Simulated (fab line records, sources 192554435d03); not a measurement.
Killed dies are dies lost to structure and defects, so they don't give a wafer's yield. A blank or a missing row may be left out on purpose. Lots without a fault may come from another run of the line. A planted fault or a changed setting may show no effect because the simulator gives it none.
Split-lot experiment | flow n5_finfet | 7 lots, 21 wafers read, on a route of 1938 steps

THE SPLIT
At N5_MOL_CONTACT_COAG_CVD_140 (deposits W, target thk 66.5 nm, time 215 s), the setting target_thk_a was moved away from the recipe's 665 angstrom on 7 of the 21 wafers read, by -12.3% to +12.9%. The other wafers ran this setting at the recipe's value.

The reading is taken at the split's own step.

THE READING
W_of_MOL_CONTACT_COAG_CVD_140.thk_nm (the simulator's own value, which no gauge read), in nm, at N5_MOL_CONTACT_COAG_CVD_140 (deposits W, target thk 66.5 nm, time 215 s). The file gives no usual value for it. The 14 wafers here that ran the recipe average 66.7 nm, standard deviation 0.7 nm.

wafer  | tool, chamber at the split | target_thk_a as run, angstrom | against the recipe | W_of_MOL_CONTACT_COAG_CVD_140.thk_nm, nm | against lot-mates on the recipe
L083.2 | cvd_w-02, 1                | 665                           | recipe             | 66                                       | -
L083.5 | cvd_w-02, 0                | 741.1                         | +11.4%             | 74.6                                     | +8.4
L083.6 | cvd_w-02, 1                | 665                           | recipe             | 66.4                                     | -
L084.2 | cvd_w-02, 0                | 665                           | recipe             | 66.2                                     | -
L084.4 | cvd_w-02, 1                | 665                           | recipe             | 66                                       | -
L084.5 | cvd_w-02, 0                | 665                           | recipe             | 65.8                                     | -
L086.1 | cvd_w-02, 0                | 665                           | recipe             | 66.2                                     | -
L086.4 | cvd_w-02, 1,0              | 665                           | recipe             | 66.4                                     | -
L086.6 | cvd_w-02, 1,0              | 665                           | recipe             | 66.4                                     | -
L089.1 | cvd_w-01, 1                | 750.9                         | +12.9%             | 76.8                                     | +8.8
L089.4 | cvd_w-01, 0                | 665                           | recipe             | 68                                       | -
L089.5 | cvd_w-01, 0                | 750.9                         | +12.9%             | 76.6                                     | +8.6
L091.1 | cvd_w-01, 0                | 665                           | recipe             | 67.6                                     | -
L091.2 | cvd_w-01, 1                | 665                           | recipe             | 67.4                                     | -
L091.3 | cvd_w-01, 1                | 665                           | recipe             | 67.8                                     | -
L093.1 | cvd_w-02, 0                | 691                           | +3.9%              | 69.6                                     | +3.2
L093.4 | cvd_w-02, 1                | 691                           | +3.9%              | 69.2                                     | +2.8
L093.6 | cvd_w-02, 1                | 665                           | recipe             | 66.4                                     | -
L096.4 | cvd_w-02, 1                | 583                           | -12.3%             | 58.6                                     | -8.4
L096.5 | cvd_w-02, 1                | 665                           | recipe             | 67                                       | -
L096.6 | cvd_w-02, 0                | 583                           | -12.3%             | 59.2                                     | -7.8
Where a row lists several chambers, the file gives one row for several wafers and doesn't say which wafer went through which chamber.

THE FIT
A straight line over all 21 wafers: W_of_MOL_CONTACT_COAG_CVD_140.thk_nm changes by +0.699 nm for each +1% of target_thk_a; r = +0.99; the points scatter about the line by 0.72 nm.
The same after taking each lot's own level away (the mean of its wafers on the recipe; 21 wafers): +0.679 nm for each +1%; r = +1.00; scatter 0.25 nm.
On that fit, the largest move of target_thk_a shifts the reading by 8.8 nm.
The lots' own levels span 66.00 to 68.00 nm, that is 2.8 times the standard deviation above.
So the lot-to-lot level changes the slope little: the two slopes agree.
Check: with one of the wafers moved furthest among these (+12.9%) left out of the fit, the line predicts +8.86 nm for it against its lot-mates. It came out at +8.8 nm against them.

THE FILE'S OWN FIT
W_of_MOL_CONTACT_COAG_CVD_140.thk_nm changes by +0.688 nm for each +1% of target_thk_a, r = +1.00.
